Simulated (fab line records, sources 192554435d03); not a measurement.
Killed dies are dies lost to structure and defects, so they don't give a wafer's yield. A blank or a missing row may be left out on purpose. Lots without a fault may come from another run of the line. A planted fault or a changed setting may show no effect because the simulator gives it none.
fab line records | flow n5_finfet | part 1 of 2: steps 1 to 18 of 27
record lots=5 wafers=15 last_day=17
route steps=1938 shown BEOL_M10@1505
lots that met no fault: from a run of the same line without faults
start_h: hours from the record's first day to the start of the lot's first wafer shown | wait_h: hours since the lot's step before | " the same as in the row above | L1.1+2: a row that stands for several wafers | - no value, or no start given | * or withheld: withheld | < > ~ a bound
route shown NAME@n: a module of which the file shows steps, and the number in the route of the first | usual: mean/standard deviation of fault-free wafers | same: alike in all rows | chamber/n: place in a boat | sites: the reading at each site | _std_site: their standard deviation | _edge_site: outer sites' mean less inner sites' | radius_mm: how far each site lies from the wafer's centre | mask NAME#n: copy n | behind: the tool/chamber that last shaped the wafer | hold: why the lot was held/for how many hours/how that ended | device: the transistor (n, p or np) that didn't switch | end of line: the same wafers' tests at the end of the route | a step without rows: its recipe alone | killed: dies lost to structure and defects at the first sort, not the wafer's yield | map: a wafer's dies, x killed, . not, _ none there
set.NAME: the setting as run; set.NAME@STEP: as run at that earlier step | model.NAME: the simulator's own value behind a step, which no gauge read
lots at some steps of the route; a table a step, a row a wafer
services: from which hour (start_h, from the record's first day; less than 0 if before it) a tool's chamber was out of use, for how many hours, and why
## steps
# step N5_BEOL_M10_DESCUM_33
# recipe chemistry=O2 time_s=7.9 source_power_w=50 bias_power_w=20 pressure_mtorr=20 rf_frequency_hz=2.712e+07 temp_c=40 resist=CAR-ArF o2_flow_sccm=225
# usual drypump_motor_current_A=5.6/0.51 oes_product_au=0.79/0.091 rf_vpp_V=243.2/1.2 showerhead_plenum_p_Torr=2.10/0.057 throttle_valve_pct=20.5/0.32
# same time_s=7.9
# columns lot.wafer tool chamber start_h wait_h drypump_motor_current_A oes_product_au rf_hours_counter_h rf_vpp_V showerhead_plenum_p_Torr throttle_valve_pct
L079.2 rie_diel-02 2 263.74 0.0 5.1 0.68 225 245.4 2.16 20.7
L079.5 " 1 " " 5.8 0.74 - 243.0 2.11 20.9
L079.6 " 0 " " 6.1 0.67 - 245.8 2.17 21.0
L078.1 rie_diel-05 1 264.14 0.1 4.9 0.69 219 243.8 2.07 20.2
L078.2 " 0 " " 6.3 0.77 155 240.4 1.97 20.1
L078.3 " 2 " " 5.9 0.81 82 241.3 2.04 20.3
L087.3 rie_diel-02 0 317.14 0.0 6.1 0.92 8 243.3 2.16 20.8
L087.5 " 3 " " 5.3 0.87 - 243.4 2.15 20.8
L087.6 " 2 " " 5.1 0.65 - 243.3 2.15 20.7
L085.2 rie_diel-02 3 320.16 0.2 5.3 0.87 39 242.0 2.15 20.8
L085.3 " 2 " " 5.1 0.66 250 244.9 2.15 20.7
L085.5 " 1 " " 5.8 0.72 - 241.1 2.10 20.9
L093.2 rie_diel-02 3 353.98 0.1 5.3 0.85 56 244.3 2.14 20.8
L093.3 " 1 " " 5.8 0.71 203 243.7 2.10 20.9
L093.4 " 0 " " 6.1 0.89 - 243.7 2.16 20.8
# step N5_BEOL_M10_ETCH_65
# recipe chemistry=CF4 target=SiARC target_depth_a=390 mask_material=CAR-ArF time_s=65 ion_energy_ev=80 pressure_mtorr=40 source_w=545 bias_w=36 Ar_flow_sccm=100 cf4_flow_sccm=100 ends=cleared
# usual drypump_motor_current_A=5.6/0.51 etch_rf_on_time_s=65.6/2.1 oes_product_au=0.67/0.079 rf_vpp_V=184.1/1.1 showerhead_plenum_p_Torr=2.14/0.045 throttle_valve_pct=15.62/0.27
# columns lot.wafer tool chamber start_h wait_h drypump_motor_current_A etch_rf_on_time_s oes_product_au rf_hours_counter_h rf_vpp_V showerhead_plenum_p_Torr throttle_valve_pct
L079.2 rie_diel-02 2 263.77 0.0 5.1 63.4 0.60 225 185.1 2.19 15.79
L079.5 " 1 " " 5.7 65.6 0.63 - 184.2 2.13 15.84
L079.6 " 0 " " 6.1 67.6 0.57 - 185.3 2.18 16.05
L078.1 rie_diel-05 1 264.17 0.0 4.9 70.4 0.56 219 182.7 2.13 15.55
L078.2 " 0 " " 6.3 65.4 0.64 155 183.6 2.06 15.63
L078.3 " 2 " " 5.9 66.5 0.69 82 182.7 2.09 15.46
L087.3 rie_diel-02 0 317.18 0.0 6.1 67.4 0.78 8 185.0 2.18 15.61
L087.5 " 3 " " 5.3 62.7 0.75 - 184.1 2.19 15.78
L087.6 " 2 " " 5.1 63.7 0.58 - 186.8 2.19 15.83
L085.2 rie_diel-02 3 320.20 0.0 5.3 62.7 0.75 39 186.2 2.19 15.77
L085.3 " 2 " " 5.1 64.0 0.58 250 185.2 2.19 15.81
L085.5 " 1 " " 5.8 66.0 0.61 - 185.1 2.12 15.90
L093.2 rie_diel-02 3 354.02 0.0 5.3 62.8 0.73 56 183.8 2.18 15.79
L093.3 " 1 " " 5.7 66.5 0.60 203 183.5 2.12 15.91
L093.4 " 0 " " 6.2 67.3 0.75 - 185.0 2.17 15.64
# step N5_BEOL_M10_ETCH_66
# recipe chemistry=N2/H2 target=SOC target_depth_a=1200 overetch_a=240 mask_material=SiARC temp_c=40 time_s=180 ion_energy_ev=200 pressure_mtorr=30 source_w=840 bias_w=150 n2_flow_sccm=200 h2_flow_sccm=200
# usual drypump_motor_current_A=5.6/0.51 oes_product_au=0.64/0.071 rf_vpp_V=524.1/1.9 showerhead_plenum_p_Torr=2.55/0.066 throttle_valve_pct=17.9/0.32
# same time_s=180
# columns lot.wafer tool chamber start_h wait_h drypump_motor_current_A oes_product_au rf_hours_counter_h rf_vpp_V showerhead_plenum_p_Torr throttle_valve_pct
L079.2 rie_diel-02 2 263.82 0.0 5.1 0.55 225 526.1 2.64 18.4
L079.5 " 1 " " 5.8 0.60 - 523.3 2.55 18.3
L079.6 " 0 " " 6.2 0.55 - 524.4 2.61 18.3
L078.1 rie_diel-05 1 264.22 0.0 4.9 0.57 219 524.2 2.52 17.7
L078.2 " 0 " " 6.3 0.62 155 521.6 2.41 17.5
L078.3 " 2 " " 5.9 0.67 82 521.8 2.46 17.5
L087.3 rie_diel-02 0 317.23 0.0 6.2 0.76 8 525.2 2.60 17.9
L087.5 " 3 " " 5.3 0.70 - 525.3 2.58 17.9
L087.6 " 2 " " 5.1 0.55 - 525.1 2.63 18.4
L085.2 rie_diel-02 3 320.25 0.0 5.3 0.70 39 525.2 2.58 17.9
L085.3 " 2 " " 5.1 0.54 250 524.3 2.63 18.4
L085.5 " 1 " " 5.8 0.59 - 524.5 2.54 18.3
L093.2 rie_diel-02 3 354.07 0.0 5.3 0.68 56 524.0 2.57 17.9
L093.3 " 1 " " 5.7 0.57 203 522.3 2.53 18.3
L093.4 " 0 " " 6.2 0.72 - 526.5 2.59 18.0
# step N5_BEOL_M10_STRIP_69
# recipe chemistry=N2/H2 temp_c=40 n2_flow_sccm=200 h2_flow_sccm=200 rf_frequency_hz=6e+07
# columns lot.wafer tool chamber start_h wait_h
L079.2+5+6 rie_diel-02 2,1,0 263.93 0.1
L078.1+2+3 rie_diel-05 1,0,2 264.33 0.1
L087.3+5+6 rie_diel-02 0,3,2 317.34 0.1
L085.2+3+5 rie_diel-02 3,2,1 320.36 0.1
L093.2+3+4 rie_diel-02 3,1,0 354.18 0.1
# step N5_BEOL_M10_VIA_ETCH_34
# recipe chemistry=C4F6/O2 target=SiCOH_lowk target_depth_a=1845 mask_material=SOC taper_deg=4 time_s=69.2 ion_energy_ev=250 pressure_mtorr=30 source_w=345 bias_w=185 Ar_flow_sccm=300 C4F6_flow_sccm=10 O2_flow_sccm=10
# usual drypump_motor_current_A=5.6/0.52 oes_o_777_au=0.79/0.1 oes_product_au=0.78/0.092 rf_vpp_V=657/17 showerhead_plenum_p_Torr=2.85/0.06 throttle_valve_pct=20.95/0.29
# same time_s=69.2
# columns lot.wafer tool chamber start_h wait_h drypump_motor_current_A oes_o_777_au oes_product_au rf_hours_counter_h rf_vpp_V showerhead_plenum_p_Torr throttle_valve_pct
L079.2 rie_diel-02 2 263.94 0.0 5.1 0.73 0.69 225 655 2.93 21.09
L079.5 " 1 " " 5.8 0.76 0.73 - 665 2.85 21.24
L079.6 " 0 " " 6.2 0.68 0.67 - 680 2.92 21.37
L078.1 rie_diel-05 1 264.34 0.0 4.9 0.61 0.67 219 654 2.86 20.93
L078.2 " 0 " " 6.3 0.74 0.76 155 640 2.75 20.93
L078.3 " 2 " " 5.9 0.81 0.81 82 628 2.78 20.78
L087.3 rie_diel-02 0 317.35 0.0 6.2 0.93 0.92 8 684 2.91 21.09
L087.5 " 3 " " 5.3 0.92 0.87 - 632 2.88 21.04
L087.6 " 2 " " 5.1 0.71 0.67 - 657 2.92 21.14
L085.2 rie_diel-02 3 320.37 0.0 5.3 0.92 0.86 39 631 2.88 21.03
L085.3 " 2 " " 5.1 0.71 0.68 250 655 2.92 21.13
L085.5 " 1 " " 5.8 0.74 0.72 - 664 2.84 21.27
L093.2 rie_diel-02 3 354.19 0.0 5.3 0.89 0.83 56 634 2.87 21.06
L093.3 " 1 " " 5.7 0.73 0.71 203 664 2.84 21.32
L093.4 " 0 " " 6.2 0.89 0.88 - 683 2.90 21.12
# step N5_BEOL_M10_STRIP_73
# recipe chemistry=C4F6/O2 resist=SiARC rf_frequency_hz=6e+07
# columns lot.wafer tool chamber start_h wait_h
L079.2+5+6 rie_diel-02 2,1,0 264.00 0.0
L078.1+2+3 rie_diel-05 1,0,2 264.40 0.0
L087.3+5+6 rie_diel-02 0,3,2 317.40 0.0
L085.2+3+5 rie_diel-02 3,2,1 320.42 0.0
L093.2+3+4 rie_diel-02 3,1,0 354.24 0.0
# step N5_BEOL_M10_STRIP_36
# recipe chemistry=N2/H2 power_w=450 temp_c=40 pressure_mtorr=20 rf_frequency_hz=6e+07 overash_fraction=0.3 bias_power_w=7 h2_frac=0.5 n2_flow_sccm=200 h2_flow_sccm=200
# usual drypump_motor_current_A=5.6/0.51 oes_product_au=0.78/0.091 rf_vpp_V=59.4/1.8 showerhead_plenum_p_Torr=2.54/0.066 throttle_valve_pct=23.7/0.42
# columns lot.wafer tool chamber start_h wait_h drypump_motor_current_A oes_product_au rf_hours_counter_h rf_vpp_V showerhead_plenum_p_Torr throttle_valve_pct
L079.2 rie_diel-02 2 264.01 0.0 5.1 0.66 225 59.8 2.64 24.5
L079.5 " 1 " " 5.8 0.72 - 59.0 2.54 24.2
L079.6 " 0 " " 6.2 0.67 - 61.8 2.60 24.0
L078.1 rie_diel-05 1 264.41 0.0 4.9 0.71 219 59.8 2.52 23.4
L078.2 " 0 " " 6.3 0.77 155 59.6 2.40 23.1
L078.3 " 2 " " 6.0 0.82 82 60.6 2.46 23.2
L087.3 rie_diel-02 0 317.41 0.0 6.2 0.93 8 59.7 2.60 23.9
L087.5 " 3 " " 5.3 0.87 - 62.8 2.58 23.8
L087.6 " 2 " " 5.1 0.66 - 58.9 2.63 24.5
L085.2 rie_diel-02 3 320.43 0.0 5.3 0.88 39 58.4 2.58 23.8
L085.3 " 2 " " 5.1 0.66 250 56.9 2.63 24.5
L085.5 " 1 " " 5.7 0.72 - 59.9 2.53 24.2
L093.2 rie_diel-02 3 354.25 0.0 5.3 0.83 56 59.9 2.57 23.8
L093.3 " 1 " " 5.8 0.71 203 58.3 2.53 24.2
L093.4 " 0 " " 6.1 0.88 - 59.1 2.59 23.9
# step N5_BEOL_M10_TRENCH_ETCH_37
# recipe chemistry=C4F6/O2 target_depth_a=1488.3 target=SiCOH_lowk time_s=48 ion_energy_ev=250 pressure_mtorr=30 source_w=345 bias_w=185 Ar_flow_sccm=300 C4F6_flow_sccm=10 O2_flow_sccm=10
# usual drypump_motor_current_A=5.6/0.51 oes_o_777_au=0.79/0.1 oes_product_au=0.78/0.092 rf_vpp_V=657/16 showerhead_plenum_p_Torr=2.85/0.06 throttle_valve_pct=20.98/0.29
# same time_s=48
# columns lot.wafer tool chamber start_h wait_h drypump_motor_current_A oes_o_777_au oes_product_au rf_hours_counter_h rf_vpp_V showerhead_plenum_p_Torr throttle_valve_pct
L079.2 rie_diel-02 2 - - 5.1 0.73 0.69 225 656 2.93 21.14
L079.5 " 1 " " 5.8 0.76 0.74 - 664 2.85 21.29
L079.6 " 0 " " 6.2 0.68 0.67 - 684 2.92 21.41
L078.1 rie_diel-05 1 - - 4.9 0.62 0.67 219 656 2.86 20.94
L078.2 " 0 " " 6.3 0.75 0.76 155 638 2.75 20.94
L078.3 " 2 " " 6.0 0.81 0.81 82 630 2.78 20.80
L087.3 rie_diel-02 0 - - 6.2 0.93 0.93 8 684 2.91 21.12
L087.5 " 3 " " 5.3 0.92 0.87 - 633 2.88 21.06
L087.6 " 2 " " 5.1 0.71 0.68 - 655 2.92 21.16
L085.2 rie_diel-02 3 - - 5.3 0.92 0.87 39 631 2.88 21.06
L085.3 " 2 " " 5.1 0.71 0.68 250 655 2.92 21.19
L085.5 " 1 " " 5.7 0.74 0.72 - 663 2.84 21.32
L093.2 rie_diel-02 3 - - 5.3 0.89 0.84 56 633 2.87 21.07
L093.3 " 1 " " 5.8 0.73 0.71 203 664 2.84 21.34
L093.4 " 0 " " 6.2 0.89 0.88 - 682 2.90 21.13
# step N5_BEOL_M10_ETCH_41
# recipe chemistry=CH3F/O2 target=SiCN target_depth_a=426 taper_deg=2 time_s=86 ion_energy_ev=120 mask_material=TiN pressure_mtorr=30 source_w=395 bias_w=75 Ar_flow_sccm=150 CH3F_flow_sccm=30 O2_flow_sccm=20
# usual drypump_motor_current_A=5.6/0.51 oes_product_au=0.78/0.092 rf_vpp_V=297.3/1.3 showerhead_plenum_p_Torr=2.01/0.046 throttle_valve_pct=16.37/0.28
# same time_s=86
# columns lot.wafer tool chamber start_h wait_h drypump_motor_current_A oes_product_au rf_hours_counter_h rf_vpp_V showerhead_plenum_p_Torr throttle_valve_pct
L079.2 rie_diel-02 2 - - 5.1 0.69 225 298.3 2.06 16.56
L079.5 " 1 " " 5.7 0.74 - 297.8 2.00 16.63
L079.6 " 0 " " 6.1 0.68 - 298.5 2.05 16.85
L078.1 rie_diel-05 1 - - 4.9 0.67 219 295.7 2.00 16.33
L078.2 " 0 " " 6.3 0.74 155 295.6 1.92 16.33
L078.3 " 2 " " 5.9 0.81 82 295.4 1.95 16.16
L087.3 rie_diel-02 0 - - 6.2 0.93 8 298.2 2.05 16.44
L087.5 " 3 " " 5.3 0.87 - 297.9 2.03 16.42
L087.6 " 2 " " 5.1 0.68 - 299.2 2.05 16.58
L085.2 rie_diel-02 3 - - 5.3 0.87 39 297.8 2.03 16.45
L085.3 " 2 " " 5.1 0.68 250 298.3 2.05 16.60
L085.5 " 1 " " 5.7 0.72 - 296.6 2.00 16.69
L093.2 rie_diel-02 3 - - 5.3 0.84 56 297.3 2.03 16.48
L093.3 " 1 " " 5.8 0.71 203 297.2 1.99 16.71
L093.4 " 0 " " 6.2 0.88 - 298.1 2.05 16.45
# step N5_BEOL_M10_STRIP_77
# recipe chemistry=N2/H2 time_s=10 power_w=450 temp_c=40 pressure_mtorr=20 rf_frequency_hz=6e+07 bias_power_w=7 n2_flow_sccm=200 h2_flow_sccm=200
# usual drypump_motor_current_A=5.6/0.51 oes_product_au=0.78/0.09 rf_vpp_V=59.3/0.89 showerhead_plenum_p_Torr=2.54/0.066 throttle_valve_pct=23.7/0.42
# same time_s=10
# columns lot.wafer tool chamber start_h wait_h drypump_motor_current_A oes_product_au rf_hours_counter_h rf_vpp_V showerhead_plenum_p_Torr throttle_valve_pct
L079.2 rie_diel-02 2 - - 5.1 0.68 225 60.4 2.64 24.4
L079.5 " 1 " " 5.8 0.74 - 60.1 2.55 24.2
L079.6 " 0 " " 6.2 0.67 - 60.3 2.60 24.0
L078.1 rie_diel-05 1 - - 4.9 0.69 219 58.4 2.52 23.4
L078.2 " 0 " " 6.3 0.76 155 56.8 2.40 23.1
L078.3 " 2 " " 5.9 0.82 82 59.4 2.46 23.2
L087.3 rie_diel-02 0 - - 6.2 0.92 8 59.9 2.60 23.9
L087.5 " 3 " " 5.3 0.86 - 59.2 2.58 23.8
L087.6 " 2 " " 5.1 0.65 - 60.9 2.63 24.5
L085.2 rie_diel-02 3 - - 5.3 0.87 39 59.8 2.58 23.8
L085.3 " 2 " " 5.1 0.66 250 60.4 2.63 24.5
L085.5 " 1 " " 5.8 0.71 - 59.4 2.53 24.2
L093.2 rie_diel-02 3 - - 5.3 0.84 56 60.5 2.57 23.8
L093.3 " 1 " " 5.8 0.71 203 60.3 2.53 24.2
L093.4 " 0 " " 6.2 0.88 - 61.6 2.59 23.9
# step N5_BEOL_M10_OCD_MEAS_38
# usual trench_depth_nm=147/3
# columns lot.wafer tool chamber start_h wait_h trench_depth_nm
L079.2 ocd-02 - 264.23 - 151
L079.5 " - " " 148
L079.6 " - " " 146
L078.1 ocd-02 - 264.63 - 142
L078.2 " - " " 147
L078.3 " - " " 145
L087.3 ocd-02 - 317.64 - 147
L087.5 " - " " 151
L087.6 " - " " 150
L085.2 ocd-02 - 320.66 - 150
L085.3 " - " " 150
L085.5 " - " " 147
L093.2 ocd-01 - 354.48 - 149
L093.3 " - " " 148
L093.4 " - " " 147
# step N5_BEOL_M10_HM_STRIP_39
# recipe chemistry=peroxide_tin_strip material=TiN target_depth_a=250 temp_c=50 time_s=158
# same time_s=158
# columns lot.wafer tool chamber start_h wait_h
L079.2+5+6 wet_bench-02 7,0,6 264.26 0.0
L078.1+2+3 wet_bench-02 0,2,4 264.69 0.1
L087.3+5+6 wet_bench-04 2,5,0 317.67 0.0
L085.2+3+5 wet_bench-02 5,2,6 320.69 0.0
L093.2+3+4 wet_bench-04 1,6,0 354.51 0.0
# step N5_BEOL_M10_SRD_40
# recipe time_s=30 temp_c=23 rinse_liquid=diw dry=ipa_marangoni
# same time_s=30
# columns lot.wafer tool chamber start_h wait_h
L079.2+5+6 wet_bench-02 7,0,6 264.31 0.0
L078.1+2+3 wet_bench-02 0,2,4 264.73 0.0
L087.3+5+6 wet_bench-04 2,5,0 317.72 0.0
L085.2+3+5 wet_bench-02 5,2,6 320.74 0.0
L093.2+3+4 wet_bench-04 1,6,0 354.56 0.0
# step N5_BEOL_M10_PRECLEAN_42
# recipe chemistry=residue_remover time_s=60 temp_c=40
# same time_s=60
# columns lot.wafer tool chamber start_h wait_h
L079.2+5+6 wet_bench-02 7,0,6 264.32 0.0
L078.1+2+3 wet_bench-02 0,2,4 264.75 0.0
L087.3+5+6 wet_bench-04 2,5,0 317.74 0.0
L085.2+3+5 wet_bench-02 5,2,6 320.76 0.0
L093.2+3+4 wet_bench-04 1,6,0 354.58 0.0
# step N5_BEOL_M10_SRD_43
# recipe time_s=30 temp_c=23 rinse_liquid=diw dry=ipa_marangoni
# same time_s=30
# columns lot.wafer tool chamber start_h wait_h
L079.2+5+6 wet_bench-02 7,0,6 264.34 0.0
L078.1+2+3 wet_bench-02 0,2,4 264.77 0.0
L087.3+5+6 wet_bench-04 2,5,0 317.75 0.0
L085.2+3+5 wet_bench-02 5,2,6 320.77 0.0
L093.2+3+4 wet_bench-04 1,6,0 354.59 0.0
# step N5_BEOL_M10_CD_MEAS_35
# recipe target_cd_nm=70 polarity=opening
# usual cd_nm=70.0/0.92
# columns lot.wafer tool chamber start_h wait_h cd_nm
L079.2 cd_sem-02 - 264.38 0.0 70.9
L079.5 " - " " 69.8
L079.6 " - " " 70.1
L078.1 cd_sem-02 - 264.81 0.0 69.0
L078.2 " - " " 69.2
L078.3 " - " " 69.0
L087.3 cd_sem-01 - 317.80 0.0 71.6
L087.5 " - " " 72.1
L087.6 " - " " 70.8
L085.2 cd_sem-02 - 320.82 0.0 69.5
L085.3 " - " " 68.7
L085.5 " - " " 69.9
L093.2 cd_sem-01 - 354.64 0.0 69.4
L093.3 " - " " 70.6
L093.4 " - " " 70.2
# step N5_BEOL_M10_CURE_72
# recipe temp_c=370 time_s=120 ambient=DMADMS/He material=SiCOH_lowk
# usual lamp_power_pct=52.30/0.051 wafer_temp_C_max=371.9/0.58
# same time_s=120
# columns lot.wafer tool chamber start_h wait_h lamp_power_pct wafer_temp_C_max
L079.2 uv_cure-02 2 264.48 0.1 52.28 372.3
L079.5 " 2 " " 52.29 370.9
L079.6 " 2 " " 52.38 371.5
L078.1 uv_cure-02 1 264.85 0.0 52.36 372.5
L078.2 " 1 " " 52.40 372.8
L078.3 " 1 " " 52.33 371.8
L087.3 uv_cure-02 2 317.94 0.1 52.17 371.8
L087.5 " 2 " " 52.32 371.3
L087.6 " 2 " " 52.31 371.3
L085.2 uv_cure-01 0 320.91 0.1 52.39 371.3
L085.3 " 0 " " 52.26 371.2
L085.5 " 0 " " 52.38 371.4
L093.2 uv_cure-02 1 354.73 0.1 52.33 372.7
L093.3 " 1 " " 52.17 372.1
L093.4 " 1 " " 52.31 372.0
# step N5_BEOL_M10_DEGAS_44
# recipe ambient=vacuum temp_c=250 time_s=60
# usual heater_power_w=332/35 susceptor_temp_C=250.00/0.18
# same time_s=60
# columns lot.wafer tool chamber start_h wait_h heater_power_w susceptor_temp_C
L079.2 pvd_sputter-02 - 264.90 0.4 294 249.97
L079.5 " - " " 287 250.00
L079.6 " - " " 287 250.00
L078.1 pvd_sputter-02 - 265.36 0.5 289 250.10
L078.2 " - " " 345 249.87
L078.3 " - " " 367 250.07
L087.3 pvd_sputter-01 - 318.61 0.6 350 249.90
L087.5 " - " " 301 250.43
L087.6 " - " " 352 249.68
L085.2 pvd_sputter-01 - 322.57 1.6 325 249.77
L085.3 " - " " 414 249.69
L085.5 " - " " 302 250.13
L093.2 pvd_sputter-02 - 355.02 0.2 292 249.91
L093.3 " - " " 347 250.06
L093.4 " - " " 376 250.33
